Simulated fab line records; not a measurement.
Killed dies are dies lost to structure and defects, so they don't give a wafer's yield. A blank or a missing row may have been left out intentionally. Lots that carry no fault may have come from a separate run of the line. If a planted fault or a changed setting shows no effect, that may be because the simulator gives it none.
Matching of chambers ; flow n5 finfet ; N5_BEOL_M6_STRIP_36 on rie diel-05 has 3 sister chambers
The step strips in N2/H2. 3 wafers are shown with their chamber, then 6 later ones without.

EACH WAFER AND ITS CHAMBER
wafer;chamber;showerhead plenum p Torr (Torr)
L084.1;1;2.41
L088.6;2;2.62
L087.1;3;2.69

WAFERS MISSING THEIR CHAMBER
wafer;showerhead plenum p Torr (Torr)
L087.2;2.62
L087.6;2.70
L090.2;2.62
L090.4;2.41
L089.4;2.62
L089.5;2.62

THE CHAMBER EACH PASSED THROUGH
wafer;from the rows above;in truth
L087.2;2;2
L087.6;3;3
L090.2;2;2
L090.4;1;1
L089.4;2;2
L089.5;2;2
Correct placement for 6 of the 6. Left unplaced by these rows: 0. 0 placed wrongly.
How it was worked out, from the rows above alone: a wafer's distance from a chamber is the root of the sum, over the readings, of the square of ((its reading less the chamber's mean) divided by the reading's scatter). If the next closest chamber is less than 2 further off than the closest, the wafer can't be placed; otherwise it belongs to the closest. For every chamber, the mean is computed from those of its wafers that are shown. The scatter: with one shown wafer a chamber, the root of the mean of the squares of how far each hidden wafer lies from its nearest shown one.
